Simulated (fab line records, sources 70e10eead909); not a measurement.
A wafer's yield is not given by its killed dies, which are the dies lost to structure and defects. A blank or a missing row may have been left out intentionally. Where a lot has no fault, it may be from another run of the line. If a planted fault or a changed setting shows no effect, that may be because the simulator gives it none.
fab line records ; flow nand-harc
record: lots: 13; wafers: 39; last-day: 24
route steps=1159 shown P_GATE@185 P_CONTACT@246 P_M0@268 END@1159
lots with no fault: from the same line, run without faults
start-h: the number of hours between the record's first day and the start of the first shown wafer of the lot ; wait-h: how many hours have passed since the lot's step before this one ; " repeats the value in the row above ; L1.1+2: a single row standing in for several wafers ; - no value, or no start given ; * or withheld: withheld ; < > ~ a bound
route shown NAME@n: NAME is a module with steps in the file, n the number in the route of the first one ; usual: mean/standard deviation of fault-free wafers ; same: alike in all rows ; chamber/n: place in a boat ; sites: per-site readings ; _std_site: their standard deviation ; _edge_site: the outer-site mean with the inner-site mean subtracted ; radius-mm: for every site, how far away it sits from the centre of the wafer ; mask NAME#n: copy n ; behind: the most recent tool/chamber to have shaped the wafer ; hold: what put the lot on hold/how long, in hours/how the hold closed ; device: the transistor (n, p or np) that didn't switch ; end of line: at the end of the route, the tests of the same wafers ; a step given without rows: its recipe and nothing more ; killed: not the wafer's yield, but the dies lost to structure and defects at the first sort ; map: per-die view of a wafer (x killed, . not killed, _ where there is no die)
set.NAME: the setting that was run; set.NAME@STEP: the one run at that earlier step ; model.NAME: the simulator's own value behind a step, which no gauge read
the route's steps for a sample of lots (tables are steps, rows are wafers)
services: a tool's chamber out of use, with start hour (start-h, from the record's first day; less than 0 if before it), hours out, and reason
== steps ==
step: NHARC_P_GATE_CD_MEAS_59
recipe: target-cd-nm: 720; landing-energy-ev: 500
usual: cd-nm: 720.0/2.2
lot.wafer;tool;chamber;start-h;wait-h;cd-nm
L575.2;cd-sem-01;0;111.55;-;723.4
L575.3;cd-sem-01;0;111.55;-;721.6
L575.5;cd-sem-01;0;111.55;-;722.5
L576.1;cd-sem-01;0;111.89;-;720.1
L576.3;cd-sem-01;0;111.89;-;719.6
L576.6;cd-sem-01;0;111.89;-;720.2
L578.3;cd-sem-02;0;124.69;-;716.3
L578.5;cd-sem-02;0;124.69;-;718.6
L578.6;cd-sem-02;0;124.69;-;714.7
L580.4;cd-sem-03;0;132.33;-;721.5
L580.5;cd-sem-03;0;132.33;-;724.8
L580.6;cd-sem-03;0;132.33;-;719.6
L582.2;cd-sem-02;0;147.36;-;721.0
L582.5;cd-sem-02;0;147.36;-;720.9
L582.6;cd-sem-02;0;147.36;-;719.1
L583.1;cd-sem-01;0;153.02;-;719.3
L583.4;cd-sem-01;0;153.02;-;720.1
L583.5;cd-sem-01;0;153.02;-;719.9
L584.1;cd-sem-01;0;156.18;-;718.1
L584.3;cd-sem-01;0;156.18;-;718.0
L584.5;cd-sem-01;0;156.18;-;718.3
L589.1;cd-sem-02;0;178.39;-;719.9
L589.4;cd-sem-02;0;178.39;-;717.0
L589.5;cd-sem-02;0;178.39;-;719.0
L588.1;cd-sem-02;0;180.05;-;721.3
L588.3;cd-sem-02;0;180.05;-;721.8
L588.5;cd-sem-02;0;180.05;-;717.6
L593.1;cd-sem-02;0;218.45;-;717.7
L593.2;cd-sem-02;0;218.45;-;717.4
L593.6;cd-sem-02;0;218.45;-;722.0
L596.4;cd-sem-02;0;231.65;-;718.9
L596.5;cd-sem-02;0;231.65;-;717.9
L596.6;cd-sem-02;0;231.65;-;715.6
L597.1;cd-sem-02;0;231.83;-;716.5
L597.2;cd-sem-02;0;231.83;-;718.4
L597.5;cd-sem-02;0;231.83;-;720.0
L598.1;cd-sem-03;0;238.57;-;723.6
L598.2;cd-sem-03;0;238.57;-;721.4
L598.5;cd-sem-03;0;238.57;-;719.4
step: NHARC_P_CONTACT_PVD_32
recipe: target-thk-a: 50; chamber-pressure-pa: 5; power-w: 5000; substrate-temp-c: 200; time-s: 17.7; material: Ti
usual: cathode-dc-power-W: 5000.0/0.93; throttle-valve-pct: 29.7/1.2
lot.wafer;tool;chamber;start-h;wait-h;cathode-dc-power-W;throttle-valve-pct
L576.1;pvd-sputter-01;-;120.57;-;4999.6;32.3
L576.3;pvd-sputter-01;-;120.57;-;4999.5;31.1
L576.6;pvd-sputter-01;-;120.57;-;4999.4;32.3
L575.2;pvd-sputter-03;-;121.17;-;4999.5;29.8
L575.3;pvd-sputter-03;-;121.17;-;4999.7;30.2
L575.5;pvd-sputter-03;-;121.17;-;4999.8;31.2
L578.3;pvd-sputter-01;-;133.09;-;5000.1;31.2
L578.5;pvd-sputter-01;-;133.09;-;4999.7;32.2
L578.6;pvd-sputter-01;-;133.09;-;5000.2;30.5
L580.4;pvd-sputter-03;-;140.53;-;4997.9;31.0
L580.6;pvd-sputter-03;-;140.53;-;4998.6;29.7
L580.5;pvd-sputter-03;-;140.53;-;4999.7;28.3
L582.2;pvd-sputter-03;-;155.82;-;4997.9;28.5
L582.5;pvd-sputter-03;-;155.82;-;4998.3;30.1
L582.6;pvd-sputter-03;-;155.82;-;5000.2;30.9
L583.4;pvd-sputter-02;-;161.56;-;5000.6;27.3
L583.1;pvd-sputter-02;-;161.56;-;4999.9;29.5
L583.5;pvd-sputter-02;-;161.56;-;4999.9;29.5
L584.1;pvd-sputter-03;-;165.07;-;5000.8;30.5
L584.3;pvd-sputter-03;-;165.07;-;5001.8;30.7
L584.5;pvd-sputter-03;-;165.07;-;5000.0;28.6
L589.4;pvd-sputter-01;-;186.98;-;5000.4;30.6
L589.1;pvd-sputter-01;-;186.98;-;4999.1;31.5
L589.5;pvd-sputter-01;-;186.98;-;4998.7;30.9
L588.3;pvd-sputter-01;-;188.30;-;4998.9;31.2
L588.1;pvd-sputter-01;-;188.30;-;4999.2;30.6
L588.5;pvd-sputter-01;-;188.30;-;5001.2;29.5
L593.2;pvd-sputter-03;-;227.22;-;5594.5;30.1
L593.1;pvd-sputter-03;-;227.22;-;5595.6;30.9
L593.6;pvd-sputter-03;-;227.22;-;5595.7;28.6
L597.2;pvd-sputter-03;-;240.29;-;5595.4;30.0
L597.1;pvd-sputter-03;-;240.29;-;5595.2;29.7
L597.5;pvd-sputter-03;-;240.29;-;5592.4;30.1
L596.4;pvd-sputter-01;-;240.49;-;4998.0;31.6
L596.5;pvd-sputter-01;-;240.49;-;4999.2;29.5
L596.6;pvd-sputter-01;-;240.49;-;5000.6;31.4
L598.1;pvd-sputter-02;-;247.14;-;5000.5;28.7
L598.2;pvd-sputter-02;-;247.14;-;4999.4;31.1
L598.5;pvd-sputter-02;-;247.14;-;4999.2;28.5
step: NHARC_P_M0_ETCH_15
recipe: target-depth-a: 1500; overetch-a: 150; time-s: 82.5; c4f8-flow-sccm: withheld; ar-flow-sccm: 400; rf-w: 600; bias-w: 300; chemistry: C4F8/Ar
usual: oes-product-au: 0.944/0.025; rf-vpp-V: 441/3.1
lot.wafer;tool;chamber;start-h;wait-h;oes-product-au;rf-hours-counter-h;rf-vpp-V
L576.3;rie-diel-06;2;-;-;0.989;5;446
L576.1;rie-diel-06;3;-;-;0.978;5;438
L576.6;rie-diel-06;2;-;-;0.988;-;445
L575.3;rie-diel-04;0;-;-;0.968;1;442
L575.2;rie-diel-04;2;-;-;0.980;1;440
L575.5;rie-diel-04;0;-;-;0.954;-;443
L578.3;rie-diel-07;0;-;-;0.949;7;437
L578.5;rie-diel-07;2;-;-;0.998;-;438
L578.6;rie-diel-07;3;-;-;0.969;-;437
L580.4;rie-diel-04;3;-;-;0.919;2;442
L580.5;rie-diel-04;3;-;-;0.910;-;443
L580.6;rie-diel-04;0;-;-;0.922;-;441
L582.2;rie-diel-07;3;-;-;0.914;8;439
L582.6;rie-diel-07;0;-;-;0.903;-;439
L582.5;rie-diel-07;1;-;-;0.914;-;446
L583.4;rie-diel-04;1;-;-;0.942;3;438
L583.1;rie-diel-04;3;-;-;0.931;4;442
L583.5;rie-diel-04;1;-;-;0.939;-;439
L584.1;rie-diel-06;3;-;-;0.946;7;440
L584.3;rie-diel-06;0;-;-;0.925;7;444
L584.5;rie-diel-06;3;-;-;0.946;-;439
L589.1;rie-diel-06;3;-;-;0.986;8;440
L589.4;rie-diel-06;0;-;-;0.951;7;442
L589.5;rie-diel-06;3;-;-;0.987;-;439
L588.1;rie-diel-07;0;-;-;0.905;10;437
L588.3;rie-diel-07;2;-;-;0.919;9;437
L588.5;rie-diel-07;3;-;-;0.917;-;438
L593.2;rie-diel-04;0;-;-;0.923;7;443
L593.1;rie-diel-04;2;-;-;0.929;7;439
L593.6;rie-diel-04;0;-;-;0.935;-;442
L597.2;rie-diel-07;2;-;-;0.955;0;436
L597.1;rie-diel-07;3;-;-;0.981;0;438
L597.5;rie-diel-07;1;-;-;0.967;-;446
L596.4;rie-diel-07;3;-;-;0.987;0;436
L596.5;rie-diel-07;1;-;-;0.947;-;445
L596.6;rie-diel-07;2;-;-;0.932;-;437
L598.1;rie-diel-07;0;-;-;0.967;2;437
L598.2;rie-diel-07;1;-;-;0.990;2;446
L598.5;rie-diel-07;3;-;-;0.974;-;438
step: NHARC_P_M0_STRIP_18
recipe: power-w: 1000; n2-flow-sccm: 150; h2-flow-sccm: 150; ar-flow-sccm: 0; bias-w: 0; chemistry: N2/H2
usual: drypump-motor-current-A: 5.72/0.3; n2-flow-sccm: 149.9/0.47; oes-product-au: 0.998/0.014; rf-vpp-V: 90.7/0.97; showerhead-plenum-p-Torr: 2.04/0.11; throttle-valve-pct: 14.171/0.009
lot.wafer;tool;chamber;start-h;wait-h;drypump-motor-current-A;n2-flow-sccm;oes-product-au;rf-hours-counter-h;rf-vpp-V;showerhead-plenum-p-Torr;throttle-valve-pct
L576.1;rie-diel-07;2;128.44;0.1;5.63;149.8;1.017;6;89.8;1.91;14.163
L576.3;rie-diel-07;0;128.44;0.1;5.71;150.3;0.976;6;90.2;1.92;14.177
L576.6;rie-diel-07;2;128.44;0.1;5.65;149.4;1.018;-;90.3;1.91;14.160
L575.3;rie-diel-06;2;130.47;0.1;5.48;149.2;1.023;5;90.6;2.21;14.180
L575.2;rie-diel-06;1;130.47;0.1;6.11;150.2;0.981;5;90.7;1.95;14.167
L575.5;rie-diel-06;2;130.47;0.1;5.44;149.5;1.026;-;91.7;2.21;14.161
L578.3;rie-diel-04;1;141.84;0.1;5.70;150.1;0.981;1;90.8;1.97;14.181
L578.6;rie-diel-04;3;141.84;0.1;5.99;150.9;0.986;-;91.3;2.12;14.173
L578.5;rie-diel-04;0;141.84;0.1;5.75;149.9;0.995;-;91.2;2.12;14.167
L580.4;rie-diel-07;1;145.64;0.1;5.00;149.6;1.002;6;92.2;2.20;14.174
L580.6;rie-diel-07;0;145.64;0.1;5.74;150.5;0.982;-;90.4;1.92;14.168
L580.5;rie-diel-07;1;145.64;0.1;5.02;149.6;1.001;-;90.3;2.20;14.169
L582.2;rie-diel-06;3;159.49;0.1;5.80;150.3;1.017;7;89.8;2.00;14.165
L582.5;rie-diel-06;2;159.49;0.1;5.48;149.9;1.023;-;89.6;2.21;14.185
L582.6;rie-diel-06;3;159.49;0.1;5.81;149.6;1.029;-;91.3;2.00;14.180
L583.4;rie-diel-07;3;170.46;0.1;5.55;150.1;1.001;9;90.2;1.93;14.183
L583.1;rie-diel-07;2;170.46;0.1;5.59;149.3;0.994;9;89.4;1.91;14.176
L583.5;rie-diel-07;3;170.46;0.1;5.56;150.0;0.992;-;89.6;1.93;14.187
L584.3;rie-diel-04;2;173.60;0.1;6.02;149.2;0.989;4;90.7;1.98;14.176
L584.1;rie-diel-04;0;173.60;0.1;5.78;150.1;1.002;3;89.7;2.12;14.175
L584.5;rie-diel-04;2;173.60;0.1;6.03;149.8;0.992;-;92.2;1.98;14.180
L589.1;rie-diel-04;2;189.70;0.1;6.03;149.9;1.001;6;89.7;1.98;14.175
L589.4;rie-diel-04;3;189.70;0.1;5.97;150.1;0.991;6;91.3;2.11;14.157
L589.5;rie-diel-04;2;189.70;0.1;6.05;149.4;0.999;-;90.2;1.98;14.162
L588.3;rie-diel-06;1;195.08;0.1;6.07;150.0;0.974;8;89.8;1.95;14.169
L588.1;rie-diel-06;2;195.08;0.1;5.45;150.4;1.012;9;92.9;2.21;14.166
L588.5;rie-diel-06;0;195.08;0.1;6.15;150.3;1.002;-;90.4;2.16;14.175
L593.2;rie-diel-06;2;234.93;0.1;5.45;150.4;1.019;12;92.3;2.20;14.185
L593.1;rie-diel-06;3;234.93;0.1;5.82;148.6;1.013;12;90.0;1.99;14.169
L593.6;rie-diel-06;0;234.93;0.1;6.16;149.8;0.997;-;90.7;2.16;14.175
L597.1;rie-diel-07;2;243.15;0.1;5.65;150.5;0.984;0;91.4;1.91;14.169
L597.2;rie-diel-07;3;243.15;0.1;5.55;150.1;1.010;0;89.2;1.93;14.175
L597.5;rie-diel-07;2;243.15;0.1;5.65;149.7;0.997;-;89.6;1.91;14.176
L596.4;rie-diel-04;1;243.60;0.1;5.71;149.9;0.980;7;89.7;1.97;14.162
L596.5;rie-diel-04;0;243.60;0.1;5.76;150.5;1.010;-;91.8;2.12;14.183
L596.6;rie-diel-04;1;243.60;0.1;5.71;149.2;0.978;-;90.5;1.97;14.180
L598.2;rie-diel-07;0;251.39;0.1;5.70;149.7;0.993;2;88.3;1.92;14.172
L598.1;rie-diel-07;1;251.39;0.1;5.02;149.8;1.010;2;92.4;2.20;14.164
L598.5;rie-diel-07;3;251.39;0.1;5.57;149.5;1.012;-;89.5;1.93;14.180
step: NHARC_END_SORT_01
recipe: temp-c: 25
usual: killed-at-array: 29/10; killed-at-other: 0.7/1; killed-at-periphery: 3.7/2.6; killed-dies: 33/10; killed-open: 3.4/1.8; killed-short: 1.8/1.3
same: gross-dies: 677
lot.wafer;tool;chamber;start-h;wait-h;killed-at-array;killed-at-other;killed-at-periphery;killed-dies;killed-open;killed-short
L588.1;prober-01;0;506.65;2.5;31;0;11;42;5;3
L588.3;prober-01;0;508.23;3.1;16;1;4;21;4;1
L588.5;prober-01;0;509.81;3.7;31;1;7;39;3;4
L589.1;prober-02;0;535.88;2.5;42;0;3;45;2;3
L589.4;prober-02;0;538.29;3.4;42;0;3;45;2;3
L589.5;prober-02;0;539.09;3.7;41;0;2;43;3;2
killed by level:class
L588.1 A_STAIRCASE:chamber-film-flake=9 A_CONTACT:chamber-film-flake=7 A_CHANNEL_HOLE_D1:chamber-film-flake=6 P_M2:chamber-film-flake=5 P_GATE:chamber-film-flake=4 A_CONTACT:geometric-particle:open=2 A_WL_FILL:chamber-film-flake=2 P_CONTACT:geometric-particle:open=1
L588.3 A_STAIRCASE:chamber-film-flake=5 A_CHANNEL_HOLE_D1:chamber-film-flake=4 A_CONTACT:chamber-film-flake=3 A_M0:geometric-particle:open=2 P_ZERO_WELL:chamber-film-flake=2 P_GATE:geometric-particle:open=1 A_SOURCE_PLATE:geometric-particle:short=1 A_CONTACT:geometric-particle:open=1
L588.5 A_CHANNEL_HOLE_D1:chamber-film-flake=12 A_BLC:chamber-film-flake=5 A_STAIRCASE:chamber-film-flake=4 P_M2:chamber-film-flake=3 A_CONTACT:chamber-film-flake=3 A_WL_FILL:geometric-particle:short=2 P_STI:chamber-film-flake=2 P_M0:geometric-particle:open=1
L589.1 A_CHANNEL_HOLE_D1:chamber-film-flake=15 A_SLIT:chamber-film-flake=15 A_STAIRCASE:chamber-film-flake=4 A_CONTACT:chamber-film-flake=3 P_ZERO_WELL:chamber-film-flake=2 P_CONTACT:geometric-particle:short=1 A_ONON_D1:geometric-particle:open=1 A_CHANNEL_HOLE_D1:geometric-particle:open=1
L589.4 A_CHANNEL_HOLE_D1:chamber-film-flake=21 A_SLIT:chamber-film-flake=12 P_ZERO_WELL:chamber-film-flake=3 A_STAIRCASE:chamber-film-flake=2 A_CONTACT:chamber-film-flake=2 A_ONON_D1:geometric-particle:open=1 A_ONON_D1:geometric-particle:short=1 A_CHANNEL_HOLE_D1:geometric-particle:short=1
L589.5 A_SLIT:chamber-film-flake=18 A_CHANNEL_HOLE_D1:chamber-film-flake=16 A_M0:geometric-particle:open=2 A_STAIRCASE:chamber-film-flake=2 A_ONON_D1:geometric-particle:short=1 A_SGD_CUT:geometric-particle:open=1 A_CONTACT:geometric-particle:short=1 P_ZERO_WELL:chamber-film-flake=1
== services ==
tool;chamber;start-h;hours;kind
rie-diel-04;-;98.95;0.2;repair
pvd-sputter-03;-;102.00;10.0;pm
rie-diel-07;0;109.67;-;clean
rie-diel-07;1;109.67;-;clean
rie-diel-07;2;109.67;-;clean
rie-diel-07;3;109.67;-;clean
rie-diel-04;-;111.90;9.0;pm
pvd-sputter-02;-;148.48;3.7;repair
pvd-sputter-01;-;158.00;10.0;pm
rie-diel-06;3;165.73;2.3;repair
rie-diel-04;1;174.27;6.7;repair
pvd-sputter-03;-;176.10;4.3;repair
rie-diel-07;2;178.39;15.6;repair
pvd-sputter-03;-;184.20;6.2;repair
rie-diel-06;0;200.61;12.9;repair
rie-diel-04;0;203.80;3.2;repair
rie-diel-04;1;206.23;5.3;repair
rie-diel-04;2;209.98;23.8;repair
pvd-sputter-02;-;214.00;10.0;pm
rie-diel-04;1;223.69;8.3;repair
rie-diel-07;-;228.67;9.0;pm
rie-diel-06;-;241.20;9.0;pm
pvd-sputter-02;-;241.48;1.1;repair
pvd-sputter-01;-;248.87;13.3;repair
== key ==
first-sign: step: NHARC_P_CONTACT_PVD_32; reading: cathode-dc-power-W; direction: up; sigmas: 99+; usual: *; struck: *
effect none on later readings
met-at NHARC_P_CONTACT_PVD_32
struck-lots L593,L597
tester-left-out L593,L597
not-acting-at NHARC_P_GATE_CD_MEAS_59,NHARC_P_M0_ETCH_15,NHARC_P_M0_STRIP_18
onset-between 165.07 227.22
fault: kind: process-parameter-drift; tool: pvd-sputter-03; chamber: -; onset-h: 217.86; steps: NHARC_P_CONTACT_PVD_32; channel: power-w; offset: *; shape: step; end-h: 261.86; acts-in: *; stated: *
tester-left-out: of these lots the tester's yield and bins aren't shown, on N5 and GAA mostly nor the transistor test; their killed dies are dies lost to structure and defects alone, not to doping, threshold or leakage, so they don't give the yield
